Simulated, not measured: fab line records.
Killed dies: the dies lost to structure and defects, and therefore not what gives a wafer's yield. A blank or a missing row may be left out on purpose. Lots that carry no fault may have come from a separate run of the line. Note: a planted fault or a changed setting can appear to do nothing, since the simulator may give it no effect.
fab line records | flow n5-finfet | part 2 of 2: steps 5 to 6 of 6
[record] lots = 24 | wafers = 72 | last-day = 18
route steps=1938 shown GATE_CUT@499 MOL_CONTACT_COAG@554
lots untouched by any fault: they come from a run of this same line in which no faults occurred
start-h: start of the lot's first displayed wafer, in hours after the record's first day | wait-h: time in hours since the lot's previous step | " same as the row above | L1.1+2: several wafers, shown together as one row | - value missing, or start not given | * or withheld: withheld | < > ~ a bound
route shown NAME@n: names a module that has steps shown in the file, with the first one's number in the route | usual: mean/standard deviation taken from wafers without a fault | same: alike in all rows | chamber/n: place in a boat | sites: each site's reading | _std_site: how widely they spread, as a standard deviation | _edge_site: outer sites' mean less inner sites' | radius-mm: for every site, how far away it sits from the centre of the wafer | mask NAME#n: copy n | behind: tool/chamber where the wafer was last shaped | hold: why the lot was held/for how many hours/how that ended | device: which transistor (n, p or np) failed to switch | end of line: the tests these same wafers got at the end of their route | where a step has no rows: the recipe by itself | killed: count of dies lost to structure and defects at first sort (not the wafer's yield) | map: the dies of a wafer, with x for killed, . for not killed, _ for no die there
set.NAME: the run value of the setting; set.NAME@STEP: its run value at that earlier step | model.NAME: the simulator's own value behind a step, which no gauge read
a sample of lots followed through the steps of the route, with each step as a table and each wafer as a row
services: a tool's chamber out of use, with start hour (start-h, from the record's first day; less than 0 if before it), hours out, and reason
[[steps]]
[step N5_MOL_CONTACT_COAG_CMP_23]
[recipe] stop-on = SiO2 | t-overpolish-s = 1.5 | post-cmp-clean = cu-alkaline | down-force-psi = 2 | platen-rpm = 50.289 | pad-velocity-m-s = 1.0006 | target-thk-nm = 0
[usual] motor-current-A = 7.7/0.67 | overpolish-run-s = 1.500/0.009 | platen-rpm = 50.29/0.031 | slurry-filter-dp-kPa = 13.51/0.14 | time-to-endpoint-s = 10/3.1
lot.wafer | tool   | chamber | start-h | wait-h | motor-current-A | overpolish-run-s | platen-rpm | slurry-filter-dp-kPa | time-to-endpoint-s
L074.1    | cmp-04 | 1       | 94.25   | 0.1    | 8.0             | 1.507            | 50.26      | 13.48                | 6
L074.4    | "      | 2       | "       | "      | 7.7             | 1.486            | 50.28      | 13.71                | 8
L074.3    | "      | 0       | "       | "      | 8.1             | 1.494            | 50.32      | 13.52                | 8
L075.1    | cmp-03 | 3       | 103.11  | 0.1    | 8.0             | 1.524            | 50.27      | 13.65                | 14
L075.4    | "      | 0       | "       | "      | 6.9             | 1.499            | 50.28      | 13.47                | 17
L075.6    | "      | 3       | "       | "      | 8.4             | 1.517            | 50.31      | 13.59                | 18
L076.4    | cmp-04 | 3       | 105.11  | 0.1    | 8.3             | 1.495            | 50.33      | 13.56                | 9
L076.5    | "      | 0       | "       | "      | 8.7             | 1.512            | 50.28      | 13.65                | 12
L076.6    | "      | 1       | "       | "      | 7.9             | 1.508            | 50.25      | 13.34                | 8
L077.3    | cmp-04 | 2       | 111.04  | 0.1    | 7.2             | 1.505            | 50.28      | 13.64                | 11
L077.5    | "      | 0       | "       | "      | 8.8             | 1.511            | 50.28      | 13.43                | 10
L077.6    | "      | 1       | "       | "      | 8.0             | 1.480            | 50.30      | 13.54                | 10
L078.3    | cmp-01 | 2       | 124.61  | 0.3    | 8.1             | 1.502            | 50.30      | 13.65                | 11
L078.2    | "      | 3       | "       | "      | 6.7             | 1.489            | 50.31      | 13.44                | 5
L078.1    | "      | 1       | "       | "      | 6.9             | 1.505            | 50.26      | 13.52                | 7
L079.2    | cmp-03 | 2       | 133.05  | 0.0    | 7.4             | 1.498            | 50.35      | 13.27                | 12
L079.4    | "      | 1       | "       | "      | 7.3             | 1.501            | 50.27      | 13.50                | 14
L079.5    | "      | 3       | "       | "      | 8.4             | 1.492            | 50.29      | 13.49                | 13
L080.4    | cmp-03 | 3       | 136.55  | 0.0    | 8.5             | 1.497            | 50.33      | 13.55                | 15
L080.1    | "      | 0       | "       | "      | 7.0             | 1.504            | 50.27      | 13.67                | 13
L080.5    | "      | 3       | "       | "      | 8.1             | 1.499            | 50.28      | 13.85                | 16
L081.1    | cmp-04 | 1       | 141.86  | 0.0    | 7.3             | 1.498            | 50.32      | 13.61                | 8
L081.2    | "      | 2       | "       | "      | 7.3             | 1.517            | 50.24      | 13.35                | 9
L081.6    | "      | 2       | "       | "      | 7.2             | 1.487            | 50.26      | 13.57                | 9
L082.3    | cmp-03 | 3       | 145.05  | 0.0    | 8.3             | 1.497            | 50.31      | 13.57                | 10
L082.4    | "      | 0       | "       | "      | 6.5             | 1.484            | 50.28      | 13.56                | 12
L082.1    | "      | 1       | "       | "      | 7.4             | 1.491            | 50.23      | 13.58                | 12
L083.3    | cmp-01 | 3       | 148.84  | 0.1    | 6.3             | 1.498            | 50.28      | 13.47                | 9
L083.5    | "      | 0       | "       | "      | 8.4             | 1.504            | 50.26      | 13.52                | 11
L083.6    | "      | 1       | "       | "      | 6.7             | 1.499            | 50.27      | 13.48                | 6
L084.1    | cmp-03 | 2       | 158.03  | 0.1    | 7.3             | 1.489            | 50.27      | 13.21                | 13
L084.2    | "      | 0       | "       | "      | 7.0             | 1.490            | 50.35      | 13.51                | 12
L084.5    | "      | 2       | "       | "      | 7.2             | 1.484            | 50.29      | 13.61                | 10
L085.4    | cmp-01 | 1       | 162.64  | 0.0    | 6.4             | 1.502            | 50.30      | 13.50                | 7
L085.2    | "      | 0       | "       | "      | 8.1             | 1.508            | 50.34      | 13.50                | 10
L085.6    | "      | 2       | "       | "      | 7.6             | 1.499            | 50.30      | 13.53                | 10
L086.4    | cmp-03 | 2       | 166.17  | 0.0    | 7.8             | 1.509            | 50.29      | 13.44                | 11
L086.3    | "      | 0       | "       | "      | 6.9             | 1.500            | 50.31      | 13.52                | 10
L086.6    | "      | 2       | "       | "      | 7.7             | 1.488            | 50.30      | 13.38                | 10
L087.2    | cmp-01 | 1       | 178.53  | 0.1    | 7.0             | 1.491            | 50.35      | 13.48                | 6
L087.4    | "      | 3       | "       | "      | 6.3             | 1.501            | 50.30      | 13.53                | 5
L087.6    | "      | 1       | "       | "      | 7.1             | 1.483            | 50.36      | 13.26                | 6
L088.4    | cmp-04 | 1       | 179.33  | 0.0    | 8.0             | 1.492            | 50.24      | 13.49                | 11
L088.2    | "      | 2       | "       | "      | 7.9             | 1.495            | 50.32      | 13.60                | 11
L088.6    | "      | 1       | "       | "      | 7.9             | 1.494            | 50.29      | 13.59                | 9
L089.3    | cmp-04 | 3       | 184.67  | 0.1    | 8.8             | 1.506            | 50.30      | 13.65                | 10
L089.1    | "      | 0       | "       | "      | 7.9             | 1.500            | 50.29      | 13.65                | 12
L089.6    | "      | 1       | "       | "      | 7.4             | 1.483            | 50.29      | 13.47                | 10
L090.3    | cmp-01 | 3       | 188.97  | 0.0    | 6.9             | 1.481            | 50.25      | 13.65                | 6
L090.2    | "      | 1       | "       | "      | 6.5             | 1.494            | 50.37      | 13.33                | 4
L090.5    | "      | 0       | "       | "      | 8.7             | 1.504            | 50.29      | 13.25                | 8
L091.4    | cmp-03 | 1       | 194.29  | 0.1    | 7.7             | 1.500            | 50.29      | 13.51                | 13
L091.3    | "      | 3       | "       | "      | 8.2             | 1.501            | 50.30      | 13.47                | 12
L091.6    | "      | 1       | "       | "      | 7.6             | 1.491            | 50.30      | 13.67                | 12
L092.3    | cmp-01 | 1       | 202.99  | 0.1    | 6.7             | 1.501            | 50.32      | 13.49                | 4
L092.2    | "      | 2       | "       | "      | 8.4             | 1.492            | 50.32      | 13.40                | 5
L092.5    | "      | 1       | "       | "      | 6.6             | 1.507            | 50.33      | 13.51                | 4
L093.2    | cmp-04 | 1       | 209.37  | 0.0    | 7.7             | 1.502            | 50.26      | 13.47                | 8
L093.5    | "      | 1       | "       | "      | 7.9             | 1.498            | 50.28      | 13.59                | 10
L093.6    | "      | 2       | "       | "      | 8.0             | 1.500            | 50.29      | 13.53                | 12
L094.4    | cmp-04 | 1       | 214.87  | 0.1    | 7.8             | 1.491            | 50.24      | 13.34                | 11
L094.2    | "      | 3       | "       | "      | 8.5             | 1.502            | 50.22      | 13.40                | 9
L094.5    | "      | 0       | "       | "      | 8.3             | 1.497            | 50.29      | 13.31                | 13
L095.1    | cmp-04 | 3       | 226.96  | 0.1    | 8.3             | 1.486            | 50.27      | 13.34                | 5
L095.2    | "      | 0       | "       | "      | 8.6             | 1.512            | 50.24      | 13.46                | 10
L095.3    | "      | 1       | "       | "      | 7.5             | 1.490            | 50.27      | 13.78                | 8
L096.3    | cmp-03 | 1       | 227.24  | 0.1    | 7.9             | 1.517            | 50.33      | 13.32                | 10
L096.6    | "      | 3       | "       | "      | 8.2             | 1.514            | 50.25      | 13.43                | 11
L096.5    | "      | 0       | "       | "      | 7.0             | 1.508            | 50.27      | 13.71                | 10
L097.1    | cmp-03 | 2       | 230.97  | 0.1    | 7.5             | 1.512            | 50.34      | 13.40                | 12
L097.3    | "      | 3       | "       | "      | 8.0             | 1.507            | 50.26      | 13.37                | 14
L097.4    | "      | 0       | "       | "      | 6.9             | 1.511            | 50.31      | 13.60                | 13
[step N5_MOL_CONTACT_COAG_ETCH_89]
[recipe] chemistry = N2/H2 | target = underlayer | target-depth-a = 130 | mask-material = CAR-EUV | time-s = 10.4 | ion-energy-ev = 200 | pressure-mtorr = 30 | source-w = 840 | bias-w = 150 | n2-flow-sccm = 200 | h2-flow-sccm = 200 | ends = cleared
[usual] drypump-motor-current-A = 5.6/0.43 | etch-rf-on-time-s = 10.3/0.38 | oes-product-au = 0.69/0.071 | rf-vpp-V = 524.1/2.5 | showerhead-plenum-p-Torr = 2.55/0.086 | throttle-valve-pct = 17.78/0.23
lot.wafer | tool        | chamber | start-h | wait-h | drypump-motor-current-A | etch-rf-on-time-s | oes-product-au | rf-hours-counter-h | rf-vpp-V | showerhead-plenum-p-Torr | throttle-valve-pct
L074.1    | rie-diel-04 | 3       | 98.85   | 0.0    | 5.1                     | 10.6              | 0.73           | 65                 | 522.1    | 2.47                     | 17.81
L074.3    | "           | 0       | "       | "      | 5.9                     | 10.4              | 0.71           | 92                 | 521.7    | 2.47                     | 17.59
L074.4    | "           | 2       | "       | "      | 6.0                     | 10.7              | 0.62           | 161                | 523.2    | 2.54                     | 17.59
L075.1    | rie-diel-06 | 2       | 106.95  | 0.0    | 5.8                     | 9.5               | 0.79           | 39                 | 525.1    | 2.59                     | 17.64
L075.4    | "           | 3       | "       | "      | 5.1                     | 10.6              | 0.77           | -                  | 523.2    | 2.49                     | 17.80
L075.6    | "           | 0       | "       | "      | 5.2                     | 10.4              | 0.62           | -                  | 525.3    | 2.63                     | 17.55
L076.4    | rie-diel-01 | 0       | 110.18  | 0.0    | 5.2                     | 10.2              | 0.75           | 46                 | 527.7    | 2.69                     | 17.76
L076.5    | "           | 1       | "       | "      | 5.3                     | 9.9               | 0.62           | -                  | 524.0    | 2.50                     | 18.16
L076.6    | "           | 0       | "       | "      | 5.2                     | 10.2              | 0.74           | -                  | 530.0    | 2.69                     | 17.75
L077.3    | rie-diel-04 | 1       | 115.13  | 0.0    | 5.8                     | 10.5              | 0.59           | 221                | 526.0    | 2.63                     | 18.24
L077.5    | "           | 0       | "       | "      | 6.0                     | 10.6              | 0.69           | -                  | 519.6    | 2.46                     | 17.58
L077.6    | "           | 3       | "       | "      | 5.2                     | 10.5              | 0.72           | -                  | 521.0    | 2.47                     | 17.83
L078.1    | rie-diel-01 | 1       | 129.15  | 0.0    | 5.3                     | 9.8               | 0.62           | 235                | 521.5    | 2.50                     | 18.18
L078.2    | "           | 0       | "       | "      | 5.2                     | 10.1              | 0.75           | 52                 | 526.6    | 2.69                     | 17.78
L078.3    | "           | 2       | "       | "      | 5.6                     | 10.3              | 0.76           | 35                 | 521.8    | 2.47                     | 17.47
L079.2    | rie-diel-06 | 1       | 136.89  | 0.0    | 6.4                     | 10.2              | 0.80           | 10                 | 530.1    | 2.72                     | 17.64
L079.4    | "           | 2       | "       | "      | 5.8                     | 9.4               | 0.77           | 49                 | 525.2    | 2.59                     | 17.65
L079.5    | "           | 2       | "       | "      | 5.8                     | 9.5               | 0.78           | -                  | 525.3    | 2.58                     | 17.67
L080.1    | rie-diel-06 | 2       | 140.36  | 0.0    | 5.8                     | 9.4               | 0.78           | 50                 | 523.1    | 2.58                     | 17.67
L080.4    | "           | 0       | "       | "      | 5.2                     | 10.5              | 0.61           | 189                | 526.6    | 2.63                     | 17.56
L080.5    | "           | 0       | "       | "      | 5.1                     | 10.6              | 0.62           | -                  | 526.7    | 2.63                     | 17.58
L081.1    | rie-diel-04 | 3       | 146.09  | 0.0    | 5.1                     | 10.4              | 0.71           | 79                 | 522.7    | 2.47                     | 17.83
L081.2    | "           | 2       | "       | "      | 6.0                     | 10.7              | 0.61           | 174                | 523.5    | 2.53                     | 17.60
L081.6    | "           | 2       | "       | "      | 6.0                     | 10.7              | 0.61           | -                  | 524.9    | 2.53                     | 17.61
L082.1    | rie-diel-06 | 1       | 149.71  | 0.0    | 6.4                     | 10.2              | 0.79           | 15                 | 527.9    | 2.72                     | 17.67
L082.3    | "           | 0       | "       | "      | 5.2                     | 10.7              | 0.60           | 194                | 526.3    | 2.63                     | 17.57
L082.4    | "           | 3       | "       | "      | 5.0                     | 10.7              | 0.74           | 39                 | 522.2    | 2.49                     | 17.82
L083.3    | rie-diel-01 | 0       | 153.01  | 0.0    | 5.2                     | 10.3              | 0.73           | 59                 | 526.2    | 2.69                     | 17.77
L083.5    | "           | 1       | "       | "      | 5.4                     | 10.1              | 0.61           | -                  | 522.8    | 2.50                     | 18.18
L083.6    | "           | 0       | "       | "      | 5.2                     | 10.3              | 0.73           | -                  | 529.0    | 2.69                     | 17.78
L084.1    | rie-diel-04 | 1       | 162.30  | 0.0    | 5.9                     | 10.5              | 0.58           | 239                | 525.5    | 2.63                     | 18.26
L084.2    | "           | 3       | "       | "      | 5.1                     | 10.6              | 0.70           | 85                 | 522.6    | 2.46                     | 17.84
L084.5    | "           | 0       | "       | "      | 5.9                     | 10.5              | 0.67           | -                  | 520.3    | 2.46                     | 17.63
L085.2    | rie-diel-01 | 2       | 166.75  | 0.0    | 5.6                     | 10.3              | 0.75           | 45                 | 522.5    | 2.47                     | 17.51
L085.4    | "           | 3       | "       | "      | 6.1                     | 10.1              | 0.60           | 245                | 524.7    | 2.52                     | 18.28
L085.6    | "           | 3       | "       | "      | 6.1                     | 10.1              | 0.60           | -                  | 523.7    | 2.52                     | 18.28
L086.3    | rie-diel-04 | 1       | 170.09  | 0.0    | 5.9                     | 10.4              | 0.57           | 242                | 525.9    | 2.62                     | 18.28
L086.4    | "           | 2       | "       | "      | 6.0                     | 10.7              | 0.60           | 184                | 522.0    | 2.53                     | 17.62
L086.6    | "           | 0       | "       | "      | 6.0                     | 10.4              | 0.67           | -                  | 520.4    | 2.46                     | 17.61
L087.2    | rie-diel-06 | 0       | 183.22  | 0.0    | 5.2                     | 10.5              | 0.60           | 206                | 526.7    | 2.62                     | 17.60
L087.4    | "           | 1       | "       | "      | 6.4                     | 10.1              | 0.78           | 25                 | 528.0    | 2.71                     | 17.68
L087.6    | "           | 1       | "       | "      | 6.4                     | 10.2              | 0.78           | -                  | 528.6    | 2.71                     | 17.68
L088.2    | rie-diel-06 | 3       | 186.51  | 0.0    | 5.1                     | 10.5              | 0.73           | 50                 | 522.5    | 2.48                     | 17.83
L088.4    | "           | 0       | "       | "      | 5.2                     | 10.5              | 0.60           | 207                | 525.2    | 2.62                     | 17.59
L088.6    | "           | 2       | "       | "      | 5.8                     | 9.5               | 0.76           | -                  | 524.5    | 2.58                     | 17.68
L089.1    | rie-diel-04 | 2       | 190.02  | 0.0    | 6.0                     | 10.9              | 0.60           | 190                | 523.9    | 2.53                     | 17.62
L089.3    | "           | 1       | "       | "      | 5.9                     | 10.5              | 0.57           | 248                | 525.8    | 2.62                     | 18.27
L089.6    | "           | 2       | "       | "      | 6.0                     | 10.8              | 0.60           | -                  | 522.6    | 2.53                     | 17.64
L090.2    | rie-diel-06 | 3       | 193.00  | 0.0    | 5.1                     | 10.7              | 0.72           | 53                 | 522.7    | 2.48                     | 17.85
L090.3    | "           | 1       | "       | "      | 6.4                     | 10.1              | 0.78           | 30                 | 526.7    | 2.71                     | 17.69
L090.5    | "           | 2       | "       | "      | 5.9                     | 9.4               | 0.76           | -                  | 524.4    | 2.58                     | 17.70
L091.3    | rie-diel-01 | 0       | 198.52  | 0.0    | 5.2                     | 10.2              | 0.70           | 80                 | 527.6    | 2.68                     | 17.83
L091.4    | "           | 2       | "       | "      | 5.6                     | 10.4              | 0.73           | -                  | 522.3    | 2.46                     | 17.51
L091.6    | "           | 3       | "       | "      | 6.2                     | 10.1              | 0.60           | -                  | 523.4    | 2.51                     | 18.32
L092.2    | rie-diel-04 | 3       | 206.93  | 0.0    | 5.2                     | 10.5              | 0.70           | 97                 | 522.2    | 2.46                     | 17.87
L092.3    | "           | 2       | "       | "      | 6.0                     | 10.8              | 0.60           | 197                | 523.6    | 2.52                     | 17.63
L092.5    | "           | 3       | "       | "      | 5.1                     | 10.6              | 0.69           | -                  | 520.7    | 2.46                     | 17.87
L093.2    | rie-diel-01 | 2       | 213.20  | 0.0    | 5.6                     | 10.5              | 0.71           | 67                 | 521.6    | 2.46                     | 17.55
L093.5    | "           | 0       | "       | "      | 5.2                     | 10.3              | 0.70           | -                  | 526.9    | 2.67                     | 17.82
L093.6    | "           | 2       | "       | "      | 5.5                     | 10.4              | 0.72           | -                  | 521.6    | 2.46                     | 17.54
L094.2    | rie-diel-06 | 2       | 218.65  | 0.0    | 5.8                     | 9.5               | 0.75           | 78                 | 524.9    | 2.57                     | 17.71
L094.4    | "           | 1       | "       | "      | 6.3                     | 10.0              | 0.75           | 39                 | 528.6    | 2.71                     | 17.73
L094.5    | "           | 0       | "       | "      | 5.2                     | 10.4              | 0.60           | -                  | 527.1    | 2.62                     | 17.62
L095.1    | rie-diel-06 | 1       | 230.91  | 0.0    | 6.3                     | 10.1              | 0.75           | 42                 | 527.7    | 2.70                     | 17.72
L095.2    | "           | 3       | "       | "      | 5.1                     | 10.6              | 0.71           | 66                 | 522.7    | 2.47                     | 17.86
L095.3    | "           | 2       | "       | "      | 5.8                     | 9.4               | 0.74           | 81                 | 527.2    | 2.57                     | 17.70
L096.3    | rie-diel-04 | 2       | 231.68  | 0.0    | 6.0                     | 10.7              | 0.59           | 207                | 524.9    | 2.52                     | 17.67
L096.5    | "           | 0       | "       | "      | 5.9                     | 10.4              | 0.66           | -                  | 521.7    | 2.45                     | 17.67
L096.6    | "           | 1       | "       | "      | 5.9                     | 10.0              | 0.79           | -                  | 525.9    | 2.62                     | 17.89
L097.1    | rie-diel-01 | 2       | 235.67  | 0.0    | 5.6                     | 10.3              | 0.71           | 78                 | 521.4    | 2.46                     | 17.56
L097.3    | "           | 3       | "       | "      | 6.2                     | 9.9               | 0.85           | 5                  | 522.1    | 2.51                     | 17.68
L097.4    | "           | 2       | "       | "      | 5.6                     | 10.5              | 0.70           | -                  | 521.7    | 2.46                     | 17.56
[[services]]
tool         | chamber | start-h | hours | kind
cmp-03       | -       | 71.63   | 0.5   | repair
rie-diel-02  | 0       | 83.16   | 3.2   | repair
cmp-02       | -       | 85.20   | 0.6   | repair
cmp-01       | -       | 91.66   | 2.6   | repair
rie-metal-03 | -       | 96.80   | 1.3   | repair
cmp-04       | -       | 99.64   | 0.8   | repair
rie-metal-01 | -       | 107.94  | 0.5   | repair
rie-diel-05  | 3       | 120.53  | 12.2  | repair
cmp-01       | -       | 121.50  | 1.7   | repair
rie-diel-04  | 3       | 122.87  | 3.9   | repair
cmp-03       | -       | 123.58  | 3.4   | pm
cmp-04       | -       | 124.09  | 4.0   | pm
cmp-04       | -       | 128.09  | 4.6   | pm
rie-metal-03 | -       | 128.12  | 14.6  | pm
rie-diel-05  | 0       | 130.14  | 5.3   | repair
cmp-04       | -       | 147.72  | 1.7   | repair
rie-metal-03 | 0       | 152.94  | 18.0  | repair
cmp-03       | -       | 161.57  | 1.2   | repair
cmp-01       | -       | 165.58  | 2.2   | repair
rie-diel-06  | 3       | 173.08  | 5.7   | repair
cmp-01       | -       | 180.99  | 0.5   | repair
cmp-01       | -       | 191.15  | 4.0   | pm
cmp-04       | -       | 203.16  | 1.2   | repair
rie-diel-06  | -       | 221.57  | 2.8   | pm
